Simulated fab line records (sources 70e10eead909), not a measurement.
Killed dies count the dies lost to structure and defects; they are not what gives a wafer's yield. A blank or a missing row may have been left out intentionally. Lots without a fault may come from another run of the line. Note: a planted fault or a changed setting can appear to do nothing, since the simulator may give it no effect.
fab line records | flow nand-harc
[record] lots = 5 wafers = 15 last-day = 30
route steps=1302 shown A_CHANNEL_FILL_D2@610 A_STAIRCASE@639 END@1302
lots with no fault: from the same line, run without faults
start-h: the number of hours between the record's first day and the start of the first shown wafer of the lot | wait-h: time in hours since the lot's previous step | " as in the row above | L1.1+2: several wafers, shown together as one row | - value missing, or start not given | * or withheld: withheld | < > ~ a bound
route shown NAME@n: a module of which the file shows steps, and the number in the route of the first | usual: average and standard deviation across the fault-free wafers | same: alike in all rows | chamber/n: place in a boat | sites: the reading at each site | _std_site: standard deviation of those values | _edge_site: the outer-site mean with the inner-site mean subtracted | radius-mm: for every site, how far away it sits from the centre of the wafer | mask NAME#n: copy n | behind: the most recent tool/chamber to have shaped the wafer | hold: why the lot went on hold/how many hours it stayed there/how the hold came to an end | device: the transistor (n, p or np) that didn't switch | end of line: the same wafers' tests at the end of the route | where a step has no rows: the recipe by itself | killed: count of dies lost to structure and defects at first sort (not the wafer's yield) | map: the dies of a wafer, with x for killed, . for not killed, _ for no die there
set.NAME: the setting the step ran with; set.NAME@STEP: the setting that earlier step ran with | model.NAME: the simulator's own value behind a step, which no gauge read
lots seen at some steps along the route; tables by step, rows by wafer
services: from which hour (start-h, from the record's first day; less than 0 if before it) a tool's chamber was out of use, for how many hours, and why
[[steps]]
[step NHARC_A_CHANNEL_FILL_D2_PRECLEAN_00]
[recipe] time-s = * temp-c = 50 bath-age-min = 0 chemistry = SC1
[step NHARC_A_CHANNEL_FILL_D2_SRD_01]
[step NHARC_A_CHANNEL_FILL_D2_ALD_02]
[recipe] target-thk-a = 60 pulse-time-s = 10 ald-cycles = 60 temp-c = 300 material = SiO2
[step NHARC_A_CHANNEL_FILL_D2_ALD_03]
[recipe] target-thk-a = 60 pulse-time-s = 60 ald-cycles = 58 temp-c = 630 pressure-torr = 2 material = SiNx
[step NHARC_A_CHANNEL_FILL_D2_ALD_14]
[recipe] target-thk-a = 25 pulse-time-s = 10 ald-cycles = 25 temp-c = 300 material = SiO2
[usual] heater-power-w = 478/61 precursor-pulse-height-rel = 1.000/0.016
// columns lot.wafer tool chamber start-h wait-h heater-power-w precursor-pulse-height-rel
L572.2 ald-hk-03 1 359.42 5.1 496 0.984
L572.1 " 2 " " 550 1.000
L572.6 " 3 " " 399 0.986
L575.4 ald-hk-04 2 379.27 0.0 541 1.001
L575.2 " 0 " " 577 1.013
L575.3 " 1 " " 408 0.991
L573.2 ald-hk-03 2 382.30 0.0 553 0.982
L573.1 " 0 " " 480 0.994
L573.4 " 1 " " 499 1.008
L582.2 ald-hk-03 1 467.13 0.0 500 1.006
L582.1 " 3 " " 395 0.981
L582.4 " 0 " " 445 0.978
L584.3 ald-hk-04 2 467.13 0.0 557 1.020
L584.4 " 3 " " 421 0.972
L584.2 " 0 " " 560 1.020
[step NHARC_A_CHANNEL_FILL_D2_ALD_15]
[recipe] target-thk-a = 20 pulse-time-s = 60 ald-cycles = 19 temp-c = 630 pressure-torr = 2 material = SiNx
[usual] precursor-pulse-height-rel = 1.004/0.018
// columns lot.wafer tool chamber start-h wait-h precursor-pulse-height-rel
L572.1 ald-sin-batch-01 0 - - 0.998
L572.2 " 0 " " 1.004
L572.6 " 0 " " 1.016
L575.2 ald-sin-batch-01 0 - - 0.994
L575.3 " 0 " " 0.996
L575.4 " 0 " " 1.006
L573.1 ald-sin-batch-03 0 - - 0.994
L573.2 " 0 " " 0.993
L573.4 " 0 " " 1.010
L582.1 ald-sin-batch-02 0 - - 1.039
L582.2 " 0 " " 1.024
L582.4 " 0 " " 1.023
L584.2 ald-sin-batch-02 0 - - 1.019
L584.3 " 0 " " 0.949
L584.4 " 0 " " 1.040
[step NHARC_A_CHANNEL_FILL_D2_ALD_16]
[recipe] target-thk-a = 15 pulse-time-s = 10 ald-cycles = 15 temp-c = 300 material = SiO2
[step NHARC_A_CHANNEL_FILL_D2_ANNEAL_17]
[recipe] temp-c = 850 time-s = 1800
[step NHARC_A_CHANNEL_FILL_D2_CVD_18]
[recipe] target-thk-a = 30 temp-c = 550 material = poly-Si
[step NHARC_A_CHANNEL_FILL_D2_ETCHBACK_19]
[recipe] target-depth-a = 50 time-s = 1.7 hbr-flow-sccm = 150 cl2-flow-sccm = 50 rf-w = 400 icp-w = 400 bias-w = 100 chemistry = HBr/Cl2
[step NHARC_A_CHANNEL_FILL_D2_ETCHBACK_20]
[recipe] target-depth-a = 270 time-s = 13.5 c4f8-flow-sccm = withheld o2-flow-sccm = 8 ar-flow-sccm = withheld rf-w = 600 bias-w = 1500 chemistry = C4F8/O2/Ar
[step NHARC_A_CHANNEL_FILL_D2_STRIP_28]
[recipe] time-s = 20 o2-flow-sccm = 500 ar-flow-sccm = 0 bias-w = 0 chemistry = O2
[step NHARC_A_CHANNEL_FILL_D2_PRECLEAN_21]
[recipe] time-s = 30 chemistry = dHF
// columns lot.wafer tool chamber start-h wait-h
L572.2+6+1 wet-bench-07 0,4,5 377.96 -
L573.4+2+1 wet-bench-07 6,1,2 396.65 -
L575.4+2+3 wet-bench-06 4,7,0 396.65 -
L584.4+2+3 wet-bench-06 7,0,4 484.58 -
L582.4+2+1 wet-bench-07 0,1,3 484.58 -
[step NHARC_A_CHANNEL_FILL_D2_SRD_23]
[step NHARC_A_CHANNEL_FILL_D2_CVD_05]
[recipe] target-thk-a = 50 temp-c = 550 material = poly-Si
[step NHARC_A_CHANNEL_FILL_D2_ANNEAL_22]
[recipe] temp-c = 620 time-s = 7200
[step NHARC_A_CHANNEL_FILL_D2_THK_MEAS_06]
[recipe] thk-meas-gauge = ellipsometry
[usual] thk-nm = 5.1/1
// columns lot.wafer tool chamber start-h wait-h thk-nm
L572.1 film-metro-02 - 389.23 0.4 6.3
L572.2 " - " " 5.0
L572.6 " - " " 4.7
L573.1 film-metro-02 - 409.86 0.4 4.8
L573.2 " - " " 4.1
L573.4 " - " " 6.6
L575.2 film-metro-01 - 409.86 0.4 6.2
L575.3 " - " " 4.4
L575.4 " - " " 7.0
L582.1 film-metro-01 - 495.74 0.4 7.9
L582.2 " - " " 4.4
L582.4 " - " " 3.3
L584.2 film-metro-02 - 495.74 0.4 4.7
L584.3 " - " " 5.0
L584.4 " - " " 6.3
[step NHARC_A_CHANNEL_FILL_D2_ALD_25]
[recipe] target-thk-a = 600 pulse-time-s = 10 ald-cycles = 600 temp-c = 300 material = SiOx
[step NHARC_A_CHANNEL_FILL_D2_ETCHBACK_08]
[recipe] target-depth-a = 2200 time-s = 110 c4f8-flow-sccm = 20 ar-flow-sccm = withheld rf-w = 600 bias-w = 300 chemistry = C4F8
[usual] oes-product-au = 0.97/0.034 rf-vpp-V = 441.2/2.7
// columns lot.wafer tool chamber start-h wait-h oes-product-au rf-hours-counter-h rf-vpp-V
L572.1 rie-diel-06 1 - - 0.91 2 442.8
L572.2 " 3 " " 0.92 1 438.2
L572.6 " 1 " " 0.92 - 443.4
L573.2 rie-diel-09 2 - - 1.00 15 436.2
L573.4 " 3 " " 1.01 15 440.2
L573.1 " 1 " " 1.00 13 439.3
L575.3 rie-diel-07 0 - - 1.00 3 441.7
L575.4 " 2 " " 0.97 3 442.1
L575.2 " 3 " " 0.98 3 444.7
L582.1 rie-diel-07 2 - - 1.01 0 440.7
L582.4 " 3 " " 0.93 1 445.8
L582.2 " 0 " " 0.93 1 443.8
L584.4 rie-diel-06 1 - - 1.00 0 443.1
L584.2 " 2 " " 1.02 0 439.3
L584.3 " 3 " " 1.00 0 436.5
[step NHARC_A_CHANNEL_FILL_D2_STRIP_29]
[recipe] time-s = 20 o2-flow-sccm = 500 ar-flow-sccm = 0 bias-w = 0 chemistry = O2
[step NHARC_A_CHANNEL_FILL_D2_PRECLEAN_30]
[recipe] time-s = 30 chemistry = dHF
[step NHARC_A_CHANNEL_FILL_D2_SRD_31]
[step NHARC_A_CHANNEL_FILL_D2_CVD_09]
[recipe] target-thk-a = 1500 temp-c = 620 pressure-mtorr = 200 time-s = 3000 material = poly-Si
[step NHARC_A_CHANNEL_FILL_D2_CMP_10]
[recipe] target-thk-nm = 150
[step NHARC_A_CHANNEL_FILL_D2_SRD_12]
[step NHARC_A_CHANNEL_FILL_D2_RTA_24]
[recipe] temp-c = 1000 time-s = 5
[step NHARC_A_STAIRCASE_DEP_156]
[recipe] target-thk-a = 500 temp-c = 400 target-thk-nm = 50 flow-sccm = 200 rf-w = 450 material = SiNx
[usual] heater-power-w = 675/74
// columns lot.wafer tool chamber start-h wait-h heater-power-w
L572.1 pecvd-03 2 406.07 0.1 687
L572.2 " 0 " " 634
L572.6 " 0 " " 642
L575.3 pecvd-02 2 422.35 0.6 701
L575.2 " 0 " " 595
L575.4 " 2 " " 712
L573.2 pecvd-03 0 422.35 0.6 560
L573.1 " 1 " " 650
L573.4 " 1 " " 653
L584.2 pecvd-03 0 507.89 0.1 547
L584.3 " 2 " " 702
L584.4 " 0 " " 564
L582.2 pecvd-02 2 507.95 0.1 697
L582.1 " 0 " " 626
L582.4 " 0 " " 637
[step NHARC_A_STAIRCASE_DEHYDRATE_158]
[recipe] temp-c = 150 time-s = 120
[step NHARC_A_STAIRCASE_HMDS_159]
[recipe] time-s = 30
[step NHARC_A_STAIRCASE_COAT_160]
[recipe] spin-rpm = 1200
[step NHARC_A_STAIRCASE_SOFTBAKE_161]
[recipe] temp-c = 135 time-s = 170
[step NHARC_A_STAIRCASE_EBR_162]
[step NHARC_A_STAIRCASE_EXPOSE_163]
[recipe] na = 0.5 dose-mj = 20.01 mask-id = STAIR_OPEN
[step NHARC_A_STAIRCASE_PEB_164]
[recipe] peb-temp-c = 115 peb-time-s = 130
[step NHARC_A_STAIRCASE_DEVELOP_165]
[recipe] time-s = 140
[step NHARC_A_STAIRCASE_HARDBAKE_167]
[recipe] temp-c = 120 time-s = 140
[step NHARC_A_STAIRCASE_DESCUM_168]
[recipe] time-s = 3 o2-flow-sccm = 200 ar-flow-sccm = 0 bias-power-w = 0 chemistry = O2
[usual] drypump-motor-current-A = 6.0/0.59 oes-product-au = 1.001/0.0078 rf-vpp-V = 57.9/0.86 showerhead-plenum-p-Torr = 1.92/0.094 throttle-valve-pct = 11.312/0.0093
// columns lot.wafer tool chamber start-h wait-h drypump-motor-current-A oes-product-au rf-hours-counter-h rf-vpp-V showerhead-plenum-p-Torr throttle-valve-pct
L572.2 rie-diel-08 1 407.05 - 6.5 1.005 9 57.3 1.87 11.312
L572.1 " 3 " " 6.3 0.995 12 59.1 2.05 11.302
L572.6 " 1 " " 6.5 0.998 - 56.9 1.87 11.308
L573.1 rie-diel-08 1 423.36 - 6.5 1.000 16 57.6 1.86 11.319
L573.4 " 3 " " 6.3 0.988 17 59.3 2.05 11.332
L573.2 " 0 " " 4.9 0.993 18 59.2 2.07 11.314
L575.3 rie-diel-11 0 423.50 - 6.2 0.996 54 56.3 1.79 11.293
L575.2 " 1 " " 6.2 1.010 53 56.5 1.86 11.308
L575.4 " 2 " " 6.6 1.005 54 57.9 1.88 11.323
L584.4 rie-diel-08 2 508.76 - 5.5 0.994 41 57.4 1.92 11.297
L584.3 " 3 " " 6.2 0.993 44 59.0 2.04 11.290
L584.2 " 0 " " 4.8 0.999 46 58.1 2.06 11.314
L582.4 rie-diel-08 1 508.92 - 6.5 1.013 45 58.8 1.86 11.311
L582.1 " 2 " " 5.5 0.987 41 57.1 1.92 11.308
L582.2 " 3 " " 6.3 0.994 44 58.2 2.04 11.311
[step NHARC_A_STAIRCASE_ETCH_169]
[recipe] target-depth-a = 500 time-s = 107.1 ion-energy-ev = 120 ch3f-flow-sccm = 50 o2-flow-sccm = 30 ar-flow-sccm = 200 rf-w = 500 bias-w = 100 chemistry = CH3F/O2
[step NHARC_END_SORT_01]
[recipe] temp-c = 25
[usual] killed-at-array = 55/17 killed-at-other = 1.1/1.6 killed-at-periphery = 3.8/2.5 killed-dies = 60/18 killed-open = 3.3/1.9 killed-short = 2.5/1.7
[same] gross-dies = 677
// columns lot.wafer tool chamber start-h wait-h killed-at-array killed-at-other killed-at-periphery killed-dies killed-open killed-short
L584.2 prober-01 0 712.04 2.8 87 1 3 91 2 0
L584.3 prober-01 0 712.85 3.1 63 0 4 67 4 3
L584.4 prober-01 0 713.66 3.4 91 1 4 96 2 4
L582.4 prober-01 0 721.48 3.4 116 1 7 124 7 1
// killed by level:class
L584.2 A_CHANNEL_HOLE_D1:chamber-film-flake=31 A_SLIT:chamber-film-flake=28 A_CHANNEL_HOLE_D2:chamber-film-flake=13 A_STAIRCASE:chamber-film-flake=6 A_CONTACT:geometric-particle:open=2 P_GATE:chamber-film-flake=2 A_ZERO_WELL:chamber-film-flake=2 P_STI:chamber-film-flake=1
L584.3 A_CHANNEL_HOLE_D1:chamber-film-flake=23 A_SLIT:chamber-film-flake=18 A_CONTACT:chamber-film-flake=6 A_CHANNEL_HOLE_D2:chamber-film-flake=5 P_M2:chamber-film-flake=3 A_CHANNEL_FILL_D2:chamber-film-flake=2 A_STAIRCASE:chamber-film-flake=2 P_M2:geometric-particle:open=1
L584.4 A_CHANNEL_HOLE_D1:chamber-film-flake=30 A_SLIT:chamber-film-flake=30 A_CHANNEL_HOLE_D2:chamber-film-flake=10 A_STAIRCASE:chamber-film-flake=5 A_CONTACT:chamber-film-flake=5 A_WL_FILL:geometric-particle:short=2 P_STI:chamber-film-flake=2 P_M2:chamber-film-flake=2
L582.4 A_CHANNEL_FILL_D2:unspecified=68 A_CHANNEL_HOLE_D1:chamber-film-flake=26 A_CONTACT:chamber-film-flake=4 A_SLIT:chamber-film-flake=3 A_STAIRCASE:chamber-film-flake=3 A_DECK1_JOINT:geometric-particle:open=2 P_ZERO_WELL:chamber-film-flake=2 P_M2:chamber-film-flake=2
// map L582.4 (x killed, . not)
____________.____________
_________......._________
_______..........._______
______.............______
_____..........x...._____
____.............x...____
____.................____
___.............x..x..___
___.......x........x..___
__....x..x.............__
__........xx...........__
_....xx.xx.........x...._
_....xxxxxx............._
_...xxxxxxx............._
_....xxxxxxx......x....._
_....xxxxxx.xx.........._
....x.xxxxxx...........x.
......xxxxx.xx...........
...xx.xxxxxx............x
xxx.xxxxxxxxx.x..........
xx.xxxxxx.x....x...x.....
_.xx.x.......xx........._
_.x................x..x._
_xxxxx.........x........_
_xxxx..................._
_.xx.............x......_
__.xxx..............x..__
__x.x..................__
___.x..x..............___
___..............x....___
____.................____
____............x....____
_____........x......_____
______.............______
_______..........._______
_________......._________
____________.____________
// map L572.2 (x killed, . not)
____________.____________
_________......._________
_______..........._______
______.............______
_____..............._____
____.................____
____.................____
___............xx.....___
___...................___
__.....................__
__.....................__
_......................._
_......................._
_..............x........_
_.......x..........x...._
_......................._
......x..................
..x............x.........
..x......................
.xx......................
xxx..............x.......
_xxxxx.................._
_xxxxx.................._
_xxxxxx.x..............._
_xxxxxxx.......x.......x_
_xxxxxxxx..............._
__xxxxxxx..............__
__xxxx.xx...x..........__
___xxxxx..x..........x___
___...x...............___
____.x...............____
____...x.............____
_____.....x........._____
______.............______
_______..........._______
_________......._________
____________.____________
[[services]]
// columns tool chamber start-h hours kind
wet-bench-07 - 336.00 8.0 pm
pecvd-03 1 344.40 6.2 repair
rie-diel-06 1 347.05 3.9 repair
rie-diel-07 - 347.35 0.1 repair
pecvd-03 - 366.31 13.0 pm
rie-diel-09 0 366.54 1.5 repair
rie-diel-08 - 367.84 9.0 pm
wet-bench-06 - 369.60 8.0 pm
pecvd-02 - 375.16 0.9 repair
rie-diel-11 2 379.91 2.2 repair
rie-diel-08 1 385.33 6.2 repair
wet-bench-07 - 385.41 4.6 repair
ald-hk-03 - 400.52 10.0 pm
rie-diel-06 1 402.46 1.3 repair
pecvd-03 - 402.64 0.9 repair
pecvd-02 - 408.03 13.0 pm
rie-diel-11 0 435.20 3.0 repair
pecvd-02 - 435.28 1.9 repair
ald-hk-04 - 437.66 10.0 pm
pecvd-03 2 440.93 10.4 repair
rie-diel-08 0 462.37 9.5 repair
rie-diel-07 - 471.37 9.0 pm
rie-diel-06 - 484.20 9.0 pm
rie-diel-06 3 502.73 8.8 repair
[[key]]
[first-sign] step = NHARC_END_SORT_01 reading = killed-dies direction = up sigmas = 3.6 usual = 60 struck = 124
[effect] step = NHARC_END_SORT_01 reading = killed-at-array direction = up sigmas = 3.5 usual = 55 struck = 116
[more-kills-born-at] NHARC_A_CHANNEL_FILL_D2_PRECLEAN_21@wet-bench-07 = 68
met-at NHARC_A_CHANNEL_FILL_D2_PRECLEAN_21
struck-wafers L582.4
tester-left-out L582
onset-between 377.96 484.58
[fault] kind = chamber-particle-source tool = wet-bench-07 chamber = 0 onset-h = 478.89 steps = NHARC_A_CHANNEL_FILL_D2_PRECLEAN_21 rate-per-visit-cm2 = 0.49741 end-h = 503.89
// tester-left-out: of these lots the tester's yield and bins aren't shown, on N5 and GAA mostly nor the transistor test; their killed dies are dies lost to structure and defects alone, not to doping, threshold or leakage, so they don't give the yield
